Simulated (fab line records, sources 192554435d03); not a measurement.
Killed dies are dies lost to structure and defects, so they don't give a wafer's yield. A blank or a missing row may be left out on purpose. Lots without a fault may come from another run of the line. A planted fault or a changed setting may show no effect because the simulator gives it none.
Which tool did it? | flow n5_finfet | 8 lots, 24 wafers sampled, at 5 steps of a route of 1938

WHAT THE GAUGES READ, wafer by wafer
N5_BEOL_M4_RC_MEAS_101. Usual: DIBL_N 35.9 mV/V, standard deviation 1.9; DIBL_P 35.8 mV/V, standard deviation 2.4; IOFF_N 0.15 nA/um, standard deviation 0.031; IOFF_P 0.21 nA/um, standard deviation 0.037; ION_N 672 uA/um, standard deviation 13; ION_P 462 uA/um, standard deviation 8.3; SS_N 71.5 mV/dec, standard deviation 0.72; SS_P 73.2 mV/dec, standard deviation 0.67; VT_N 250 mV, standard deviation 3.4; VT_P -250 mV, standard deviation 3.4.
lot  | measured     | on        | DIBL_N (mV/V)  | DIBL_P (mV/V)  | IOFF_N (nA/um) | IOFF_P (nA/um) | ION_N (uA/um) | ION_P (uA/um) | SS_N (mV/dec)  | SS_P (mV/dec)  | VT_N (mV)   | VT_P (mV)      | flag
L526 | day 7 22:57  | prober-02 | 37.0 36.5 36.5 | 37.6 35.3 36.1 | 0.15 0.13 0.13 | 0.22 0.18 0.19 | 676 657 660   | 466 450 457   | 71.2 71.2 71.4 | 73.8 73.2 72.7 | 250 253 252 | -250 -253 -251 |
L531 | day 9 11:07  | prober-01 | 35.0 32.6 31.7 | 36.6 33.3 31.5 | 0.16 0.12 0.10 | 0.20 0.16 0.14 | 679 660 651   | 461 455 448   | 71.9 71.3 71.0 | 73.5 72.5 72.5 | 250 253 256 | -252 -255 -254 |
L532 | day 9 12:15  | prober-02 | 35.1 37.4 38.2 | 36.0 37.4 37.8 | 0.15 0.18 0.18 | 0.20 0.23 0.24 | 675 683 668   | 460 466 467   | 71.0 71.9 73.1 | 73.3 74.1 73.8 | 249 248 248 | -250 -251 -249 |
L533 | day 9 11:01  | prober-02 | 35.9 33.1 36.3 | 36.7 32.7 36.9 | 0.16 0.11 0.17 | 0.22 0.16 0.22 | 684 657 678   | 462 456 460   | 70.7 70.2 71.2 | 73.4 71.7 73.2 | 248 252 247 | -252 -254 -248 |
L538 | day 11 13:04 | prober-01 | 38.2 34.0 36.5 | 38.1 32.7 35.6 | 0.20 0.13 0.17 | 0.28 0.19 0.24 | 686 665 675   | 473 461 469   | 71.8 70.9 70.3 | 74.0 72.1 73.5 | 245 251 250 | -246 -249 -246 |
L540 | day 11 21:35 | prober-01 | 34.7 36.6 36.2 | 34.6 36.6 35.9 | 0.13 0.15 0.14 | 0.18 0.20 0.19 | 674 669 683   | 464 457 465   | 70.5 71.8 71.5 | 73.1 72.7 72.9 | 248 251 253 | -256 -250 -252 |
L545 | day 12 12:03 | prober-01 | 36.3 33.1 34.3 | 34.0 30.0 32.4 | 0.16 0.10 0.12 | 0.20 0.14 0.17 | 682 656 669   | 465 453 461   | 71.4 71.2 70.8 | 73.8 72.4 72.6 | 250 254 252 | -250 -253 -255 |
L549 | day 14 01:53 | prober-02 | 34.6 36.8 36.9 | 33.6 35.7 35.7 | 0.13 0.17 0.16 | 0.20 0.23 0.23 | 674 690 682   | 473 475 473   | 70.6 71.4 71.3 | 72.7 73.0 72.5 | 250 249 253 | -251 -247 -247 |

WHICH TOOL RAN EACH LOT (tool, then ch and the chambers of the sampled wafers, then the start)
lot  | N5_MOL_CONTACT_COAG_CONTACT_ETCH_14 | N5_MOL_CONTACT_COAG_ETCH_110      | N5_MOL_CONTACT_COAG_ALD_20         | N5_MOL_CONTACT_COAG_ANNEAL_113
L526 | rie_diel-06 ch 0,1, day 4 17:10     | rie_diel-06 ch 0,1, day 4 17:16   | ald_metal-04 ch 0,2,3, day 4 17:59 | rtp_anneal-01 ch 0, day 4 20:07
L531 | rie_diel-06 ch 0,1, day 6 02:13     | rie_diel-06 ch 0,1, day 6 02:19   | ald_metal-04 ch 0,1,3, day 6 04:35 | rtp_anneal-02 ch 0, day 6 06:37
L532 | rie_diel-06 ch 0,1, day 6 07:55     | rie_diel-06 ch 0,1, day 6 08:01   | ald_metal-01 ch 0,1,2, day 6 08:46 | rtp_anneal-02 ch 0, day 6 12:52
L533 | rie_diel-04 ch 1,3, day 6 09:23     | rie_diel-04 ch 1,3, day 6 09:28   | ald_metal-03 ch 1,2, day 6 11:40   | rtp_anneal-01 ch 0, day 6 14:17
L538 | rie_diel-04 ch 0,1,3, day 7 21:53   | rie_diel-04 ch 0,1,3, day 7 21:59 | ald_metal-03 ch 0,2,3, day 7 23:28 | rtp_anneal-02 ch 0, day 8 01:29
L540 | rie_diel-06 ch 0,3, day 8 06:47     | rie_diel-06 ch 0,3, day 8 06:53   | ald_metal-03 ch 1,2, day 8 07:46   | rtp_anneal-01 ch 0, day 8 09:26
L545 | rie_diel-04 ch 1,3, day 9 09:58     | rie_diel-04 ch 1,3, day 9 10:04   | ald_metal-03 ch 0,1,3, day 9 10:56 | rtp_anneal-02 ch 0, day 9 13:07
L549 | rie_diel-04 ch 0,2, day 10 08:42    | rie_diel-04 ch 0,2, day 10 08:48  | ald_metal-01 ch 0,2, day 10 09:34  | rtp_anneal-02 ch 0, day 10 13:15
- N5_MOL_CONTACT_COAG_CONTACT_ETCH_14: etches SiO2 in C4F6/O2, target depth 27.5 nm, overetch 8.5 nm, time 20 s.
- N5_MOL_CONTACT_COAG_ETCH_110: etches Si in CF4/O2, target depth 2.5 nm, time 8 s.
- N5_MOL_CONTACT_COAG_ALD_20: deposits TiN, target thk 1.5 nm, pulse time 1 s, purge time 3 s.
- N5_MOL_CONTACT_COAG_ANNEAL_113: time 300 s.

WHAT THE TOOLS THEMSELVES READ (means of the sampled wafers that have a number; where no wafer has one, the mark that the record gives instead)
N5_MOL_CONTACT_COAG_CONTACT_ETCH_14. Usual: O2_flow_sccm 9.997 sccm, standard deviation 0.029; chamber_pressure_mTorr 30.000 mTorr, standard deviation 0.026; drypump_motor_current_A 5.7 A, standard deviation 0.51; oes_f_703_au 0.78 a.u., standard deviation 0.084; oes_product_au 0.66 a.u., standard deviation 0.066; rf_vpp_V 691 V, standard deviation 3.5; showerhead_plenum_p_Torr 2.83 Torr, standard deviation 0.097; throttle_valve_pct 21.33 %, standard deviation 0.2.
lot  | tool        | O2_flow_sccm (sccm) | chamber_pressure_mTorr (mTorr) | drypump_motor_current_A (A) | oes_f_703_au (a.u.) | oes_product_au (a.u.) | rf_vpp_V (V) | showerhead_plenum_p_Torr (Torr) | throttle_valve_pct (%) | flag
L526 | rie_diel-06 | 10.005              | 29.996                         | 6.2                         | 0.71                | 0.61                  | 689          | 2.79                            | 21.42                  |
L531 | rie_diel-06 | 10.016              | 30.030                         | 5.9                         | 0.73                | 0.62                  | 688          | 2.72                            | 21.46                  |
L532 | rie_diel-06 | 10.003              | 30.012                         | 5.9                         | 0.72                | 0.62                  | 687          | 2.72                            | 21.46                  |
L533 | rie_diel-04 | 10.015              | 30.007                         | 5.2                         | 0.82                | 0.68                  | 690          | 2.84                            | 21.53                  |
L538 | rie_diel-04 | 9.989               | 30.004                         | 5.6                         | 0.81                | 0.67                  | 693          | 2.91                            | 21.52                  |
L540 | rie_diel-06 | 10.036              | 30.020                         | 5.6                         | 0.83                | 0.71                  | 692          | 2.84                            | 21.21                  |
L545 | rie_diel-04 | 9.968               | 29.990                         | 5.2                         | 0.79                | 0.65                  | 690          | 2.82                            | 21.58                  |
L549 | rie_diel-04 | 9.976               | 29.991                         | 5.3                         | 0.70                | 0.61                  | 697          | 2.98                            | 21.40                  |

N5_MOL_CONTACT_COAG_ETCH_110. Usual: O2_flow_sccm 10.00 sccm, standard deviation 0.032; chamber_pressure_mTorr 99.99 mTorr, standard deviation 0.089; drypump_motor_current_A 5.7 A, standard deviation 0.51; oes_f_703_au 0.78 a.u., standard deviation 0.085; oes_product_au 0.78 a.u., standard deviation 0.088; rf_vpp_V 127.2 V, standard deviation 2.8; showerhead_plenum_p_Torr 2.18 Torr, standard deviation 0.073; throttle_valve_pct 10.83 %, standard deviation 0.24.
lot  | tool        | O2_flow_sccm (sccm) | chamber_pressure_mTorr (mTorr) | drypump_motor_current_A (A) | oes_f_703_au (a.u.) | oes_product_au (a.u.) | rf_vpp_V (V) | showerhead_plenum_p_Torr (Torr) | throttle_valve_pct (%) | flag
L526 | rie_diel-06 | 9.98                | 100.01                         | 6.1                         | 0.71                | 0.71                  | 126.7        | 2.15                            | 10.91                  |
L531 | rie_diel-06 | 10.01               | 100.07                         | 5.9                         | 0.73                | 0.72                  | 125.8        | 2.10                            | 10.95                  |
L532 | rie_diel-06 | 9.99                | 99.90                          | 5.9                         | 0.73                | 0.72                  | 125.7        | 2.10                            | 10.95                  |
L533 | rie_diel-04 | 10.04               | 100.09                         | 5.2                         | 0.82                | 0.81                  | 125.6        | 2.18                            | 10.84                  |
L538 | rie_diel-04 | 9.98                | 100.01                         | 5.6                         | 0.81                | 0.79                  | 125.8        | 2.24                            | 10.87                  |
L540 | rie_diel-06 | 10.04               | 100.08                         | 5.6                         | 0.83                | 0.85                  | 128.2        | 2.18                            | 10.60                  |
L545 | rie_diel-04 | 10.00               | 99.94                          | 5.2                         | 0.79                | 0.77                  | 125.9        | 2.17                            | 10.93                  |
L549 | rie_diel-04 | 10.01               | 100.02                         | 5.2                         | 0.70                | 0.71                  | 129.2        | 2.30                            | 10.96                  |

N5_MOL_CONTACT_COAG_ALD_20. Usual: heater_power_w 889 W, standard deviation 97; precursor_pulse_height_rel 1.001, standard deviation 0.019.
lot  | tool         | heater_power_w (W) | precursor_pulse_height_rel | flag
L526 | ald_metal-04 | 860                | 0.982                      |
L531 | ald_metal-04 | 893                | 0.989                      |
L532 | ald_metal-01 | 824                | 1.013                      |
L533 | ald_metal-03 | 934                | 1.014                      |
L538 | ald_metal-03 | 902                | 1.009                      |
L540 | ald_metal-03 | 937                | 0.985                      |
L545 | ald_metal-03 | 928                | 1.008                      |
L549 | ald_metal-01 | 897                | 1.002                      |

N5_MOL_CONTACT_COAG_ANNEAL_113. Usual: lamp_power_pct 2.91 %, standard deviation 0.07; lamp_zone_4_pct 2.91 %, standard deviation 0.069; lamp_zone_5_pct 2.91 %, standard deviation 0.07; wafer_temp_C_max 401.7, standard deviation 0.39.
lot  | tool          | lamp_power_pct (%) | lamp_zone_4_pct (%) | lamp_zone_5_pct (%) | wafer_temp_C_max | flag
L526 | rtp_anneal-01 | 2.79               | 2.79                | 2.80                | 401.3            |
L531 | rtp_anneal-02 | 2.95               | 2.95                | 2.95                | 401.6            |
L532 | rtp_anneal-02 | 2.95               | 2.95                | 2.95                | 402.1            |
L533 | rtp_anneal-01 | 2.79               | 2.79                | 2.79                | 401.2            |
L538 | rtp_anneal-02 | 2.95               | 2.95                | 2.95                | 401.8            |
L540 | rtp_anneal-01 | 2.79               | 2.79                | 2.79                | 401.4            |
L545 | rtp_anneal-02 | 2.95               | 2.95                | 2.95                | 401.6            |
L549 | rtp_anneal-02 | 2.95               | 2.95                | 2.95                | 401.9            |

THE ANSWER, worked out from the rows above alone
Rule: a lot is off if the mean of its wafers that have a number lies more than 3 standard deviations from the usual mean. A lot without any number at a reading at which 4 lots or more have one is off too. The other lots that the step has rows for count as sound. The gauges are gone through in route order, then the tools' own readings, and for those a lot's mean is taken as printed above. The first step at which some lot is off is used, and at that step the reading that is off furthest; a lot without a number counts as furthest.
No lot is off at any reading shown: from this, nothing can be told.

WHAT THE SIMULATOR HAD PUT IN
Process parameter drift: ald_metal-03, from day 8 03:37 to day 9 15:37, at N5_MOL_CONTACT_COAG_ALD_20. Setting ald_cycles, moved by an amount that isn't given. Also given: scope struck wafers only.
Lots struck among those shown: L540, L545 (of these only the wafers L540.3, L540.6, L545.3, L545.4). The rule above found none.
